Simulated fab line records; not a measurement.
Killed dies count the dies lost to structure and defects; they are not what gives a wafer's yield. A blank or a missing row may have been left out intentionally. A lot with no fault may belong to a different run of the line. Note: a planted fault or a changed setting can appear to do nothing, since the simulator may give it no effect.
A lot that was struck, set against a sound lot | flow n5Finfet | 33 steps out of a route of 1938
Sound: the wafers L482.3, L482.5, L482.6. Wafers struck: L467.4, L467.5, L467.6. The cause comes at the end.
Order at every step that has rows: each side's tool, ch and its chambers, its first start. Under that, the readings that differ: sound wafers | struck wafers | difference of the means | sigmas: that difference in standard deviations of wafers without a fault.
alike: a reading whose means differ by less than 2 such deviations, as well as words and numbers matching on both sides. not compared: withheld readings; readings where some wafer has no value; bounds like >300 that might hide an equal value; numbers whose values overlap and for which the record gives no deviation.
The two part at a step that has a row with sigmas, a row that says differs or no value, or rows on one side only. Non-overlapping numbers with no deviation appear without sigmas and do not part them. A reading missing from all wafers of one side parts the sides only when that side holds two or more wafers.

first, 10 steps without rows for these wafers: N5_SD_EPI_P_SRD_20 (time 30 s); N5_SD_EPI_P_PRECLEAN_51 (cleans in NF3:NH3, afs cycles 1, time 20 s, sublimation time 60 s); N5_SD_EPI_P_VAPOR_ETCH_44 (etches SiGe30 in NF3/Ar, time 3.3 s); N5_SD_EPI_P_EPI_21 (deposits SiGe:B, time 355 s); N5_SD_EPI_P_HM_STRIP_48 (strips SiNx in H3PO4, material SiNx, target depth 3 nm); N5_SD_EPI_P_SRD_49 (time 30 s); N5_SD_EPI_P_PRECLEAN_24 (cleans in O3/DIW, time 45 s); N5_SD_EPI_P_PRECLEAN_32 (cleans in dHF, time 10 s); N5_SD_EPI_P_PRECLEAN_33 (cleans in SC2, time 45 s); N5_SD_EPI_P_SRD_25 (time 30 s).
N5_SD_ACTIVATION_RTA_00: time 0 s.
  sound on rtpAnneal-01 ch 0, day 9 04:16; struck on rtpAnneal-01 ch 0, day 5 13:41
reading             | sound             | struck            | difference | sigmas
lampPowerPct (%)    | 8.96 8.97 9.05    | 7.97 8.03 8.08    | -0.97      | -19
lamp_zone_1_pct (%) | 8.950 8.900 8.941 | 8.056 8.030 8.001 | -0.901     | -35
lamp_zone_2_pct (%) | 8.993 8.954 8.959 | 8.020 8.036 7.986 | -0.955     | -42
lamp_zone_3_pct (%) | 8.932 8.983 8.966 | 8.048 7.968 8.034 | -0.944     | -35
lamp_zone_4_pct (%) | 8.918 8.928 8.928 | 8.047 8.020 8.037 | -0.890     | -33
lamp_zone_5_pct (%) | 8.949 8.913 8.954 | 8.050 8.065 8.035 | -0.889     | -33
lamp_zone_6_pct (%) | 8.868 8.873 8.879 | 7.929 7.941 7.946 | -0.935     | -39
lamp_zone_7_pct (%) | 9.388 9.368 9.359 | 8.408 8.359 8.374 | -0.991     | -40
  alike: wafer_temp_C_max
then, 1 step without rows for these wafers: N5_SD_ACTIVATION_LSA_01 (time 0.0008 s).
N5_SD_ACTIVATION_RS_MEAS_03: measurement is done with a four-point probe.
  sound on filmMetro-01, day 9 04:40; struck on filmMetro-01, day 5 14:03
reading          | sound             | struck            | difference | sigmas
RS_SD_N (ohm/sq) | 21.53 21.69 21.48 | 23.35 22.86 23.06 | +1.52      | +5
  alike: RS_SD_P
then, 18 steps without rows for these wafers: N5_ILD0_LINER_00 (material SiNx, target thk 4 nm, pulse time 1 s, purge time 2 s); N5_ILD0_FCVD_FILL_01 (material SiO2 flowable, target thk 200 nm, time 328.3 s); N5_ILD0_CURE_02 (time 1800 s); N5_ILD0_CMP_03 (polishes, stops on SiNx, t overpolish 1.9 s, target thk 197.38 nm); N5_ILD0_CMP_07 (polishes SiO2 flowable, stops on poly-Si, t overpolish 1.18 s, target thk 138.88 nm); N5_ILD0_PRECLEAN_10 (cleans in NF3:NH3, afs cycles 5, time 20 s, sublimation time 60 s); N5_ILD0_ALD_15 (deposits SiNx, target thk 24 nm, pulse time 1 s, ald cycles 480); N5_ILD0_CMP_12 (polishes SiNx, stops on poly-Si, t overpolish 6 s, target thk 17.67 nm); N5_SDB_HM_DEP_00 (deposits SiNx from SiH4/NH3/N2, target thk 40 nm, time 35.3 s); N5_SDB_COAT_03 (time 60 s, resist thk 100 nm); N5_SDB_COAT_04 (time 60 s, resist thk 18 nm); N5_SDB_COAT_05 (resist thk 90 nm); N5_SDB_EBR_07; N5_SDB_SOFTBAKE_06 (time 60 s); N5_SDB_EXPOSE_08 (exposes mask SDB); N5_SDB_PEB_09 (peb time 60 s); N5_SDB_DEVELOP_10 (develop time 30 s); N5_SDB_DESCUM_16 (chemistry O2, time 7.9 s).
-- the record jumps here: 5 days lie between the struck wafers' starts before and after (it left off in module SDB and takes up again in module BEOL_M4, whose first step shown is number 1111 of the route) --
N5_BEOL_M4_RC_MEAS_101:
  sound on prober-01 ch 0, day 14 00:46; struck on prober-01 ch 0, day 10 16:30
reading          | sound           | struck            | difference | sigmas
DIBL_N (mV/V)    | 37.9 39.7 40.3  | 28.7 30.3 28.0    | -10.3      | -4
DIBL_P (mV/V)    | 37 39 40        | 31 33 30          | -7         | -2
IOFF_N (nA/um)   | 0.19 0.22 0.21  | 0.07 0.08 0.06    | -0.14      | -3
ION_N (uA/um)    | 679 686 682     | 597 593 588       | -90        | -6
ION_P (uA/um)    | 455 462 449     | 432 431 427       | -25        | -3
REXT_N (ohm.um)  | 75.8 76.1 75.5  | 105.9 105.9 107.1 | +30.5      | +20
REXT_P (ohm.um)  | 99.1 99.0 100.0 | 115.7 115.2 115.7 | +16.2      | +7
RS_SD_N (ohm/sq) | 28.3 28.0 28.0  | 29.7 29.4 29.4    | +1.4       | +4
SS_N (mV/dec)    | 72.6 73.2 72.5  | 69.1 70.2 69.5    | -3.2       | -4
VT_N (mV)        | 249 248 248     | 263 262 265       | +15        | +4
VT_N_LVT (mV)    | 98 95 96        | 114 111 115       | +17        | +4
VT_P (mV)        | -251 -248 -252  | -261 -259 -260    | -10        | -3
  alike: IOFF_P, SS_P
-- record jumps: 4 days separate the struck wafers' starts on either side; left off in module BEOL_M4, taken up again in module PASSIVATION, whose first shown step is the route's number 1936 --
N5_PASSIVATION_PROBE_49:
  rows exist in the record for the struck wafers here (prober-02, day 14 21:44), but not for the sound ones

## WHERE THEY PART
At N5_SD_ACTIVATION_RTA_00 first; at N5_PASSIVATION_PROBE_49 last (within this record only).

WHY: what the simulator had put in
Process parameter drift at N5_SD_ACTIVATION_RTA_00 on rtpAnneal-01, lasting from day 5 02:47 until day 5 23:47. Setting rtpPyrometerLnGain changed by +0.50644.
